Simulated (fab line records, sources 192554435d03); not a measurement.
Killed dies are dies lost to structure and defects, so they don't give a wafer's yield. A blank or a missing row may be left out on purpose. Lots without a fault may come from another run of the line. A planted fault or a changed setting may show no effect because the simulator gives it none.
Chamber matching | flow n5_finfet | N5_BEOL_M4_ETCH_77 on rie_diel-01: 4 sister chambers
The step etches underlayer in N2/H2, target depth 6.5 nm, time 5.2 s. 4 wafers are shown with their chamber, then 11 later ones without.

WAFERS WITH THEIR CHAMBER
wafer  | chamber | drypump_motor_current_A (A)
L087.1 | 0       | 5.5
L090.4 | 2       | 5.9
L090.5 | 1       | 6.0
L093.1 | 3       | 5.8

WAFERS WITHOUT THEIR CHAMBER
wafer  | drypump_motor_current_A (A)
L093.4 | 6.0
L093.6 | 5.7
L094.1 | 5.8
L094.5 | 5.5
L094.6 | 5.7
L095.1 | 5.5
L095.2 | 5.8
L095.3 | 6.1
L095.4 | 5.9
L095.5 | 5.8
L095.6 | 6.0

WHICH CHAMBER EACH WENT THROUGH
wafer  | from the rows above          | in truth
L093.4 | can't be placed: 1 or 2      | 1
L093.6 | can't be placed: 3 or 0 or 2 | 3
L094.1 | can't be placed: 3 or 2      | 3
L094.5 | 0                            | 0
L094.6 | can't be placed: 3 or 0 or 2 | 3
L095.1 | 0                            | 0
L095.2 | can't be placed: 3 or 2      | 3
L095.3 | can't be placed: 1 or 2      | 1
L095.4 | can't be placed: 2 or 1 or 3 | 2
L095.5 | can't be placed: 3 or 2      | 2
L095.6 | can't be placed: 1 or 2      | 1
Placed correctly: 2 of 11. Can't be placed from these rows: 9 (the true chamber is among the candidates in 9). Placed wrongly: 0.
How it was worked out, from the rows above alone: a wafer's distance from a chamber is the root of the sum, over the readings, of the square of ((its reading less the chamber's mean) divided by the reading's scatter). The wafer belongs to the nearest chamber; if the next one is less than 2 further off, it can't be placed. A chamber's mean is the mean of its shown wafers. The scatter: with one shown wafer a chamber, the root of the mean of the squares of how far each hidden wafer lies from its nearest shown one.
